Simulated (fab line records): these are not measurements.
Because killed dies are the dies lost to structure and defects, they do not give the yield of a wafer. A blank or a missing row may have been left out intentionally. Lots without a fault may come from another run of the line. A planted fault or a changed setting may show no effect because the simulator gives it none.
The tool behind it: which one? | flow nand harc | 12 lots, 36 wafers sampled, at 6 steps of a route of 1302

WHAT EACH GAUGE READ, for each wafer
NHARC_A_BLC_OVL_MEAS_11.
lot  | measured     | on         | overlay x nm (nm) | overlay y nm (nm)
L174 | day 22 12:34 | overlay-01 | 0.1 0.2 -0.1      | -1.5 -0.8 -0.7
L173 | day 23 06:32 | overlay-01 | 0.3 0.3 -0.1      | 0.2 0.0 0.0
L176 | day 23 18:08 | overlay-02 | 1.0 1.8 1.0       | 0.7 0.6 0.8
L180 | day 25 14:45 | overlay-02 | 0.2 -0.1 0.4      | 0.2 0.3 0.0
L179 | day 25 21:51 | overlay-02 | -0.4 -0.8 -0.3    | -1.4 -0.8 -1.7
L188 | day 28 12:09 | overlay-02 | -0.8 -0.5 -1.2    | 2.5 1.7 1.8
L191 | day 29 05:07 | overlay-01 | -1.3 -0.3 -0.6    | 0.6 0.6 0.6
L189 | day 29 08:43 | overlay-02 | -0.6 -1.2 -1.1    | 1.1 1.1 0.7
L190 | day 29 14:16 | overlay-01 | -1.6 -1.5 -1.5    | 0.5 0.3 -0.2
L196 | day 31 09:28 | overlay-02 | 0.1 0.4 0.2       | -0.9 -1.4 -1.3
L193 | day 31 11:19 | overlay-01 | -0.6 -0.7 -0.2    | 0.4 0.7 1.0
L195 | day 32 03:12 | overlay-01 | -0.3 -0.6 -0.7    | -0.3 0.3 0.1

NHARC_A_M0_CD_MEAS_09 targets a cd of 80 nm.
lot  | measured     | on        | cd nm (nm)
L174 | day 22 16:34 | cd sem-01 | 79.9 80.4 79.8
L173 | day 23 10:22 | cd sem-02 | 80.3 80.1 80.5
L176 | day 23 22:05 | cd sem-03 | 79.1 79.5 79.8
L180 | day 25 18:41 | cd sem-02 | 81.3 79.1 81.1
L179 | day 26 01:41 | cd sem-02 | 82.5 82.2 81.4
L188 | day 28 16:07 | cd sem-03 | 79.6 78.9 78.9
L191 | day 29 09:06 | cd sem-03 | 79.9 78.9 79.6
L189 | day 29 12:38 | cd sem-02 | 80.3 79.9 79.1
L190 | day 29 18:13 | cd sem-03 | 80.6 80.7 78.8
L196 | day 31 13:26 | cd sem-01 | 79.1 79.6 80.5
L193 | day 31 15:11 | cd sem-01 | 79.7 79.6 79.4
L195 | day 32 07:26 | cd sem-02 | 81.1 80.6 79.9

NHARC_END_SORT_01.
lot  | measured     | on        | defect limited yield (%) | killed at array | killed at other | killed at periphery | killed dies | killed open | killed short
L174 | day 24 10:16 | prober-01 | 92 90 89                 | 47 62 74        | 1 0 1           | 5 6 1               | 53 68 76    | 5 2 2       | 1 3 2
L188 | day 30 09:11 | prober-02 | 85 83 86                 | 98 110 90       | 0 1 0           | 4 2 3               | 102 113 93  | 6 3 4       | 2 0 4
L189 | day 31 00:33 | prober-01 | 93 91 92                 | 43 51 43        | 0 0 2           | 7 9 7               | 50 60 52    | 1 5 4       | 2 2 2
L190 | day 31 11:14 | prober-02 | 87 88 89                 | 82 72 68        | 0 4 1           | 3 8 5               | 85 84 74    | 2 5 4       | 3 3 1
L195 | day 34 00:05 | prober-02 | 88 87 87                 | 69 79 81        | 2 1 0           | 9 7 7               | 80 87 88    | 5 1 3       | 2 5 4

TOOL THAT RAN EACH LOT (tool first, then ch and the chambers of the sampled wafers, then the start)
lot  | NHARC_A_BLC_CMP_25            | NHARC_A_M0_PEB_07                 | NHARC_A_M0_DEGAS_28
L174 | cmp-02 ch 0,2,3, day 22 15:24 | litho track-04 ch 0, day 22 16:30 | pvd sputter-02, day 22 17:44
L173 | cmp-04 ch 1,2,3, day 23 09:11 | litho track-06 ch 0, day 23 10:17 | pvd sputter-01, day 23 11:28
L176 | cmp-02 ch 1,3, day 23 20:49   | litho track-01 ch 0, day 23 22:01 | pvd sputter-02, day 23 23:14
L180 | cmp-02 ch 0,1, day 25 17:24   | litho track-04 ch 0, day 25 18:37 | pvd sputter-02, day 25 19:50
L179 | cmp-03 ch 0,2,3, day 26 00:33 | litho track-01 ch 0, day 26 01:36 | pvd sputter-01, day 26 02:47
L188 | cmp-04 ch 0,1,3, day 28 14:48 | litho track-06 ch 0, day 28 16:02 | pvd sputter-03, day 28 17:13
L191 | cmp-03 ch 1,2, day 29 07:46   | litho track-06 ch 0, day 29 09:01 | pvd sputter-01, day 29 10:13
L189 | cmp-02 ch 0,1, day 29 11:20   | litho track-06 ch 0, day 29 12:34 | pvd sputter-02, day 29 13:45
L190 | cmp-04 ch 0,1,2, day 29 16:56 | litho track-01 ch 0, day 29 18:08 | pvd sputter-02, day 29 19:19
L196 | cmp-04 ch 1,2,3, day 31 12:08 | litho track-06 ch 0, day 31 13:21 | pvd sputter-02, day 31 14:33
L193 | cmp-03 ch 1,2,3, day 31 14:01 | litho track-04 ch 0, day 31 15:07 | pvd sputter-03, day 31 16:17
L195 | cmp-04 ch 0,1,3, day 32 06:20 | litho track-04 ch 0, day 32 07:21 | pvd sputter-03, day 32 08:33
- NHARC_A_BLC_CMP_25: polishes, t overpolish 30 s, target thk 150 nm.
- NHARC_A_M0_PEB_07: peb time 65 s.
- NHARC_A_M0_DEGAS_28: time 60 s.

WHAT THE TOOLS THEMSELVES READ (means of the sampled wafers that have a number; where no wafer has one, the mark that the record gives instead)
NHARC_A_BLC_CMP_25.
lot  | tool   | edge zone pressure frac | motor current A (A) | overpolish run s (s) | slurry flow ml min | time to endpoint s (s)
L174 | cmp-02 | 0.997                   | 12.1                | 29.998               | 150.1              | 31.4
L173 | cmp-04 | 0.999                   | 13.4                | 30.002               | 150.3              | 29.2
L176 | cmp-02 | 1.001                   | 10.4                | 29.999               | 149.7              | 30.8
L180 | cmp-02 | 0.997                   | 9.8                 | 30.007               | 150.0              | 29.0
L179 | cmp-03 | 1.002                   | 11.0                | 29.998               | 150.5              | 34.2
L188 | cmp-04 | 0.999                   | 12.1                | 30.000               | 149.9              | 31.5
L191 | cmp-03 | 1.001                   | 11.8                | 30.006               | 149.6              | 28.3
L189 | cmp-02 | 1.001                   | 10.2                | 29.996               | 150.3              | 29.3
L190 | cmp-04 | 1.004                   | 11.8                | 30.003               | 149.9              | 27.7
L196 | cmp-04 | 0.998                   | 12.7                | 29.990               | 149.9              | 32.0
L193 | cmp-03 | 0.997                   | 10.9                | 30.002               | 149.9              | 30.7
L195 | cmp-04 | 1.006                   | 12.4                | 29.996               | 150.0              | 32.2

NHARC_A_M0_PEB_07.
lot  | tool           | chill plate temp C (C)
L174 | litho track-04 | 22.98
L173 | litho track-06 | 23.04
L176 | litho track-01 | 23.09
L180 | litho track-04 | 22.93
L179 | litho track-01 | 22.97
L188 | litho track-06 | 23.01
L191 | litho track-06 | 23.00
L189 | litho track-06 | 22.87
L190 | litho track-01 | 22.96
L196 | litho track-06 | 23.01
L193 | litho track-04 | 23.10
L195 | litho track-04 | 23.02

NHARC_A_M0_DEGAS_28.
lot  | tool           | heater power w (W)
L174 | pvd sputter-02 | 377
L173 | pvd sputter-01 | 329
L176 | pvd sputter-02 | 373
L180 | pvd sputter-02 | 372
L179 | pvd sputter-01 | 338
L188 | pvd sputter-03 | 321
L191 | pvd sputter-01 | 308
L189 | pvd sputter-02 | 340
L190 | pvd sputter-02 | 381
L196 | pvd sputter-02 | 357
L193 | pvd sputter-03 | 326
L195 | pvd sputter-03 | 325

THE ANSWER, worked out from the rows above alone
Rule: usual is defined by the lots themselves. Put in order of their means at a reading, lots are off if they are a third of the lots or fewer, leave a main group of 4 or more, and stand apart from it by a gap of 3 or more times the standard deviation of the main group's means; of several such gaps the widest counts. The tables above print the reading to a certain number of digits; a main group whose means all agree to those digits is not used. Also off: a lot with no number at a reading for which 4 or more lots have one. The other lots that the step has rows for count as sound. Order of review: gauges by route order, followed by the tools' own readings, for which a lot's mean as printed above is used. At the first step where some lot is off, the reading lying furthest off is the one used; lots without a number count as furthest.
Off at NHARC_A_M0_CD_MEAS_09 (cd nm): L179. The main group has a mean of 79.9 nm with a standard deviation of 0.43.
A tool fits if, at a process step before that reading, it ran every lot that is off, and no sound lot after the first of them. The gauges at NHARC_A_M0_CD_MEAS_09 are tried like those tools. Not one of the candidates tried fits.

WHAT THE SIMULATOR HAD INSERTED
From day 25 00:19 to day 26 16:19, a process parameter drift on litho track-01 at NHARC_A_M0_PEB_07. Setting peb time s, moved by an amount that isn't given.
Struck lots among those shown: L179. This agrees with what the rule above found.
